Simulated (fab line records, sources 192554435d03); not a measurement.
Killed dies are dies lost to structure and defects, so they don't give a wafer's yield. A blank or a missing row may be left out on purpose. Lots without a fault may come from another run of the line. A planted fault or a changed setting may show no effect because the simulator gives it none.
Chamber matching | flow n5_finfet | N5_BEOL_M15_VIA_ETCH_16 on rie_diel-05: 4 sister chambers
The step etches SiO2 in C4F8/O2/Ar, target depth 1792.2 nm. 8 wafers are shown with their chamber, then 9 later ones without.

WAFERS WITH THEIR CHAMBER
wafer  | chamber | rf_vpp_V (V) | drypump_motor_current_A (A)
L076.1 | 0       | 2251         | 5.9
L076.5 | 3       | 2163         | 6.3
L090.3 | 2       | 2283         | 5.3
L090.4 | 0       | 2250         | 5.9
L090.5 | 1       | 2201         | 6.1
L094.1 | 1       | 2204         | 6.1
L094.2 | 2       | 2284         | 5.3
L094.4 | 3       | 2163         | 6.2

WAFERS WITHOUT THEIR CHAMBER
wafer  | rf_vpp_V (V) | drypump_motor_current_A (A)
L092.1 | 2250         | 5.9
L092.2 | 2201         | 6.2
L092.5 | 2282         | 5.3
L093.1 | 2201         | 6.1
L093.2 | 2284         | 5.3
L093.5 | 2284         | 5.3
L097.1 | 2162         | 6.2
L097.4 | 2283         | 5.3
L097.6 | 2201         | 6.1

WHICH CHAMBER EACH WENT THROUGH
wafer  | from the rows above | in truth
L092.1 | 0                   | 0
L092.2 | 1                   | 1
L092.5 | 2                   | 2
L093.1 | 1                   | 1
L093.2 | 2                   | 2
L093.5 | 2                   | 2
L097.1 | 3                   | 3
L097.4 | 2                   | 2
L097.6 | 1                   | 1
Placed correctly: 9 of 9. Can't be placed from these rows: 0. Placed wrongly: 0.
How it was worked out, from the rows above alone: a wafer's distance from a chamber is the root of the sum, over the readings, of the square of ((its reading less the chamber's mean) divided by the reading's scatter). The wafer belongs to the nearest chamber; if the next one is less than 2 further off, it can't be placed. A chamber's mean is the mean of its shown wafers. The scatter: the root of (the sum of the squares of (reading less its chamber's mean) over the shown wafers, divided by (wafers less chambers)).
